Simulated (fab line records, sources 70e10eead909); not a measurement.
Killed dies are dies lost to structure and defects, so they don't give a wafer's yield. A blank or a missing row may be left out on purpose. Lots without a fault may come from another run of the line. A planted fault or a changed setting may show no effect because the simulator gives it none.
Code-filled problem report in 8D (eight disciplines) form	flow nand_harc	the parts of the form that need people (team, actions taken, sign-off) are left out

== 1. THE PROBLEM ==
At NHARC_A_SLIT_INSPECT_11, raw_defect_count averages 313 over 6 wafers from 2 lots, while fault-free wafers read 21, standard deviation 10. Relative to the usual mean, that is a shift of +29 standard deviations.
Earliest sighting: wafer L454.4 on defect_inspect-01 at day 17 14:55. The record holds 33 wafers of 11 lots with a number at this step. Rule for "out", or "out of limits": more than 4 standard deviations from the usual mean. All remaining wafers that have a number are taken as sound.

== 2. WHAT IT IS, AND WHAT IT ISN'T ==
question	is	is not
which readings at this step	raw_defect_count	-
which lots	L451, L454	L443, L446, L447, L448, L449, L450, L457, L461, L462
which wafers of those lots	all that have a number	-
read on which gauges	defect_inspect-01, defect_inspect-02	-
when	from day 17 14:55	up to then (18 sound wafers); but 9 sound wafers of L457, L461, L462 came after

== 3. THE SUSPECTS, EACH WITH WHAT RULES IT OUT ==
Counting: a tool at a process step up to the reading stays a suspect if it ran every lot that is out and no sound lot after the first of them.
- ruled out: the gauge at NHARC_A_SLIT_INSPECT_11. 2 gauges (defect_inspect-01, defect_inspect-02) read the wafers that are out.
- acl_dep-01 at NHARC_A_SLIT_DEP_00 (deposits aC, target thk 3200 nm): ruled out as a lasting fault. Following L454 (day 17 13:07), the first lot on it that is out, the sound lots L462 were run on it.
Left after counting: nothing in the record.

== 4. THE CAUSE (what the simulator had put in) ==
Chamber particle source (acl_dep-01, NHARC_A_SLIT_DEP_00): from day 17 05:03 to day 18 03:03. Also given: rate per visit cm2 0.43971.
The count ruled it out by mistake, since the rule takes a fault to strike every lot its tool runs from the start of the fault on, and this one did not do so.

== 5. THE CHAIN OF EFFECTS, in route order ==
One row per reading whose mean, taken over the struck wafers that have a number, lies over 3 standard deviations from the usual. Only readings for which the record gives a usual standard deviation are gone through. hours: the time from each lot's start at the first step in this table that gives one to its start at this step, as a median over the lots. sigmas: the change in usual standard deviations.
hours	step	reading	usual	on struck wafers	change	sigmas
0	NHARC_A_SLIT_INSPECT_11	raw_defect_count	21	313	+292	+29
137	NHARC_END_SORT_01	killed_at_array	28	96	+68	+6.8
137	NHARC_END_SORT_01	killed_dies	31	99	+68	+6.8
Later steps that measure or inspect, where all struck wafers having a row at the step show a number for every such reading and not one has moved that far: NHARC_A_SLIT_CD_MEAS_21, NHARC_A_SIN_REMOVE_INSPECT_04.

== 6. HOW IT WOULD HAVE BEEN CAUGHT EARLIER ==
10 hours passed between the start of the fault at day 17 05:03 and the first reading out of limits at a measuring or inspecting step in this record, taken at day 17 14:55.
Tool readings at NHARC_A_SLIT_DEP_00 with a usual standard deviation given in the record: none out on any struck wafer, hence no alarm at a limit of 4 standard deviations on them.
